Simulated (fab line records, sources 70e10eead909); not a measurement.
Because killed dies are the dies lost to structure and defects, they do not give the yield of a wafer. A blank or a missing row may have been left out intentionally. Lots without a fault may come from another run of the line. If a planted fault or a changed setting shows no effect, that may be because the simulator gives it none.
Chamber matching	flow nandHarc	NHARC_A_CHANNEL_FILL_D1_ALD_14 on aldHk-01: 4 sister chambers
The step deposits SiO2, target thk 2.5 nm, pulse time 10 s, ald cycles 25. 14 wafers are shown with their chamber, then 6 later ones without.

WAFERS WITH THEIR CHAMBER
wafer	chamber	heaterPowerW (W)	precursorPulseHeightRel
L463.1	1	444	0.986
L463.5	3	423	0.984
L463.6	0	441	0.998
L467.1	3	422	1.016
L467.3	0	448	0.995
L467.6	1	453	0.995
L464.1	1	456	0.982
L464.2	2	459	0.997
L464.5	1	453	1.026
L468.4	2	480	0.982
L468.5	1	450	0.978
L468.6	0	449	0.988
L471.1	0	454	0.991
L471.2	2	466	0.988

SIGNATURES (means of the wafers above)
reading	chamber 0	chamber 1	chamber 2	chamber 3	scatter within a chamber
heaterPowerW	448.00	451.20	468.33	422.50	6.31
precursorPulseHeightRel	0.99300	0.99340	0.98900	1.00000	0.0147
Rule: for each reading, subtract the chamber's mean from the wafer's reading, divide by that reading's scatter and square the result; add these up over the readings and take the root, which gives the wafer's distance from the chamber. The wafer belongs to the nearest chamber; if the next one is less than 2 further off, it can't be placed. The scatter is the square root of a quotient: the sum, over the shown wafers, of each reading's squared deviation from its chamber's mean, divided by wafers minus chambers.

WAFERS WHOSE CHAMBER IS MISSING
wafer	heaterPowerW (W)	precursorPulseHeightRel
L471.5	410	0.971
L473.2	447	1.027
L473.4	454	0.972
L473.5	435	1.000
L477.1	471	1.023
L477.4	448	0.979

WHICH CHAMBER EACH ONE RAN IN
wafer	from the rows above	in truth
L471.5	3	3
L473.2	can't be placed: 0 or 1 or 2 or 3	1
L473.4	can't be placed: 1 or 0 or 2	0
L473.5	can't be placed: 3 or 0 or 1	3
L477.1	can't be placed: 2 or 1 or 0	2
L477.4	can't be placed: 0 or 1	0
Correct placement for 1 of the 6. Unplaceable from these rows: 5, with the true chamber sitting among the candidates in 5. 0 placed wrongly.
